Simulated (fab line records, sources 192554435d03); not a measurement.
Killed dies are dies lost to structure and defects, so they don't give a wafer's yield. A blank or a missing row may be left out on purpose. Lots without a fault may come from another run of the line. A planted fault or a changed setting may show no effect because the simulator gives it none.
Which tool did it? | flow n5_finfet | 11 lots, 30 wafers sampled, at 3 steps of a route of 1938

WHAT THE GAUGES READ, wafer by wafer
N5_MIM_BOT_LITHO_INSPECT_12: inspects for defects (macro). Usual: raw_defect_count 2, standard deviation 1.5.
lot  | measured     | on                | raw_defect_count | flag
L144 | day 12 03:37 | defect_inspect-02 | 1 2 3            |
L146 | day 12 13:30 | defect_inspect-02 | 1 1 4            |
L148 | day 13 14:46 | defect_inspect-02 | 4 1 2            |
L150 | day 13 18:43 | defect_inspect-01 | 0 1 1            |
L151 | day 14 02:16 | defect_inspect-01 | 2 1              |
L153 | day 14 13:46 | defect_inspect-01 | 2 3              |
L154 | day 15 02:52 | defect_inspect-02 | 2 4 0            |
L155 | day 15 06:26 | defect_inspect-01 | 4 3 3            |
L158 | day 15 18:07 | defect_inspect-02 | 1 2              |
L164 | day 17 21:15 | defect_inspect-02 | 4 2 2            |
L165 | day 17 21:25 | defect_inspect-02 | 3 2 3            |

WHICH TOOL RAN EACH LOT (tool, then ch and the chambers of the sampled wafers, then the start)
lot  | N5_MIM_BOT_DEGAS_01          | N5_MIM_TOP_LITHO_DESCUM_10
L144 | pvd_sputter-01, day 12 00:04 | rie_diel-01 ch 1,2,3, day 12 02:41
L146 | pvd_sputter-01, day 12 09:47 | rie_diel-02 ch 0,3, day 12 12:38
L148 | pvd_sputter-03, day 13 11:58 | rie_diel-02 ch 1,3, day 13 13:55
L150 | pvd_sputter-02, day 13 16:34 | rie_diel-06 ch 0,3, day 13 17:53
L151 | pvd_sputter-03, day 13 22:43 | rie_diel-01 ch 1,3, day 14 01:32
L153 | pvd_sputter-03, day 14 08:49 | rie_diel-06 ch 1,2, day 14 12:58
L154 | pvd_sputter-01, day 15 00:27 | rie_diel-02 ch 0,1, day 15 02:01
L155 | pvd_sputter-02, day 15 04:19 | rie_diel-01 ch 2,3, day 15 05:36
L158 | pvd_sputter-02, day 15 14:03 | rie_diel-02 ch 3, day 15 17:16
L164 | pvd_sputter-02, day 17 16:40 | rie_diel-06 ch 0,1, day 17 20:20
L165 | pvd_sputter-03, day 17 16:47 | rie_diel-02 ch 0,2,3, day 17 20:34
- N5_MIM_BOT_DEGAS_01: time 60 s.
- N5_MIM_TOP_LITHO_DESCUM_10: chemistry O2, time 7.9 s.

WHAT THE TOOLS THEMSELVES READ (means of the sampled wafers that have a number; where no wafer has one, the mark that the record gives instead)
N5_MIM_BOT_DEGAS_01. Usual: heater_power_w 445 W, standard deviation 46.
lot  | tool           | heater_power_w (W) | flag
L144 | pvd_sputter-01 | 455                |
L146 | pvd_sputter-01 | 455                |
L148 | pvd_sputter-03 | 449                |
L150 | pvd_sputter-02 | 467                |
L151 | pvd_sputter-03 | 457                |
L153 | pvd_sputter-03 | 404                |
L154 | pvd_sputter-01 | 416                |
L155 | pvd_sputter-02 | 469                |
L158 | pvd_sputter-02 | 458                |
L164 | pvd_sputter-02 | 485                |
L165 | pvd_sputter-03 | 474                |

N5_MIM_TOP_LITHO_DESCUM_10. Usual: chamber_pressure_mTorr 19.998 mTorr, standard deviation 0.018; drypump_motor_current_A 5.6 A, standard deviation 0.49; oes_product_au 0.79 a.u., standard deviation 0.056; rf_fwd_power_W 49.67 W, standard deviation 0.18; rf_vpp_V 243.2 V, standard deviation 1.4; showerhead_plenum_p_Torr 2.10 Torr, standard deviation 0.082; throttle_valve_pct 20.39 %, standard deviation 0.18.
lot  | tool        | chamber_pressure_mTorr (mTorr) | drypump_motor_current_A (A) | oes_product_au (a.u.) | rf_fwd_power_W (W) | rf_vpp_V (V) | showerhead_plenum_p_Torr (Torr) | throttle_valve_pct (%) | flag
L144 | rie_diel-01 | 19.996                         | 5.8                         | 0.78                  | 49.68              | 242.2        | 2.04                            | 20.40                  |
L146 | rie_diel-02 | 19.998                         | 5.4                         | 0.80                  | 49.68              | 243.5        | 2.07                            | 20.23                  |
L148 | rie_diel-02 | 20.009                         | 5.1                         | 0.79                  | 49.61              | 241.6        | 2.04                            | 20.48                  |
L150 | rie_diel-06 | 19.992                         | 5.2                         | 0.81                  | 49.75              | 245.1        | 2.20                            | 20.44                  |
L151 | rie_diel-01 | 19.985                         | 5.5                         | 0.86                  | 49.95              | 242.2        | 2.04                            | 20.38                  |
L153 | rie_diel-06 | 20.008                         | 6.0                         | 0.79                  | 49.73              | 242.2        | 2.10                            | 20.56                  |
L154 | rie_diel-02 | 19.991                         | 5.7                         | 0.77                  | 49.84              | 244.3        | 2.10                            | 20.18                  |
L155 | rie_diel-01 | 20.000                         | 5.9                         | 0.79                  | 49.74              | 242.4        | 2.02                            | 20.39                  |
L158 | rie_diel-02 | 20.000                         | 4.8                         | 0.77                  | 49.55              | 240.5        | 2.00                            | 20.61                  |
L164 | rie_diel-06 | 19.991                         | 6.2                         | 0.74                  | 49.71              | 242.8        | 2.07                            | 20.61                  |
L165 | rie_diel-02 | 19.996                         | 5.4                         | 0.75                  | 49.73              | 243.4        | 2.10                            | 20.45                  |

THE ANSWER, worked out from the rows above alone
Rule: a lot is off if the mean of its wafers that have a number lies more than 3 standard deviations from the usual mean. A lot without any number at a reading at which 4 lots or more have one is off too. The other lots that the step has rows for count as sound. The gauges are gone through in route order, then the tools' own readings, and for those a lot's mean is taken as printed above. The first step at which some lot is off is used, and at that step the reading that is off furthest; a lot without a number counts as furthest.
No lot is off at any reading shown: from this, nothing can be told.

WHAT THE SIMULATOR HAD PUT IN
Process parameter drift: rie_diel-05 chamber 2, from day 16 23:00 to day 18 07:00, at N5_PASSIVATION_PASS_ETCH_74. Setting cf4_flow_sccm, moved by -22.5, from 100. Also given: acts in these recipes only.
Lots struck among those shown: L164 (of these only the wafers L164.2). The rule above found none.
